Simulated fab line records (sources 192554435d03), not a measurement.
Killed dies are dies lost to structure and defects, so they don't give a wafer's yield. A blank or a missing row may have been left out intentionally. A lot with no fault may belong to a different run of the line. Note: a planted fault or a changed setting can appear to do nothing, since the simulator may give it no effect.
Code-filled problem report in 8D (eight disciplines) form | flow n5-finfet | the parts of the form that need people (team, actions taken, sign-off) are left out

1. THE ISSUE
Wafers without a fault read 72.6 s, standard deviation 0.48; run-length-s at N5_FIN_SAQP_PECVD_47 reads a mean of 75.4 s on 4 wafers belonging to 2 lots. That puts it +5.8 standard deviations away from the usual mean.
The step: deposits a-Si from SiH4/He, target thk 45 nm, time 36.3 s.
The first sign was on wafer L697.6 at day 5 04:40, on pecvd-02. At this step, 12 wafers from 4 lots have a number in the record. Rule for "out", or "out of limits": more than 4 standard deviations from the usual mean. All remaining wafers that have a number are taken as sound.

2. WHAT THIS IS AND IS NOT
question                    | is                             | is not
which readings at this step | run-length-s                   | heater-power-w, rf-fwd-power-W, showerhead-plenum-p-Torr, throttle-valve-pct
which lots                  | L697, L699                     | L690, L704
which wafers of those lots  | L697.6, L699.1, L699.4, L699.6 | L697.2, L697.3
read on which tools         | pecvd-02                       | pecvd-03
when                        | from day 5 04:40               | up to then (5 sound wafers); but 3 sound wafers of L704 came after

3. THE SUSPECTS, EACH WITH WHAT RULES IT OUT
Counting: any tool at a process step up to the reading remains a suspect provided it ran every lot that is out. Sound lots after the first of them don't rule it out here, since some wafers of a struck lot are sound.
- pecvd-02 at N5_FIN_SAQP_PECVD_47 (deposits a-Si from SiH4/He, target thk 45 nm, time 36.3 s): kept. Ran every lot that is out, first one L697 (day 5 04:40); last sound lot up to then L690 (day 3 09:33). On those wafers its own readings are out: run-length-s.
After counting, what remains is pecvd-02 at N5_FIN_SAQP_PECVD_47.

4. THE CAUSE (what the simulator had put in)
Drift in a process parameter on pecvd-02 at N5_FIN_SAQP_PECVD_47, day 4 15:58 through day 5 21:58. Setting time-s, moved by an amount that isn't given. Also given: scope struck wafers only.
Only this tool survived the counting.

5. SEQUENCE OF EFFECTS, ordered by route
Each row: a reading whose mean over the struck wafers that have a number lies more than 3 standard deviations from the usual. Scope: only readings with a usual standard deviation given in the record; hours: median across lots of the time from each lot's start at the first step in this table that gives one to its start at this step; sigmas: change in usual standard deviations.
hours | step                 | reading      | usual  | on struck wafers | change | sigmas
0     | N5_FIN_SAQP_PECVD_47 | run-length-s | 72.6 s | 75.4             | +2.8   | +5.8
The process steps in it:
- N5_FIN_SAQP_PECVD_47: deposits a-Si from SiH4/He, target thk 45 nm, time 36.3 s.
Later steps that measure or inspect, where all struck wafers having a row at the step show a number for every such reading and not one has moved that far: N5_BEOL_M4_RC_MEAS_101.

6. HOW IT WOULD HAVE BEEN CAUGHT EARLIER
In this record no reading fell out of limits until day 5 04:40, 13 hours after the fault had begun at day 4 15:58.
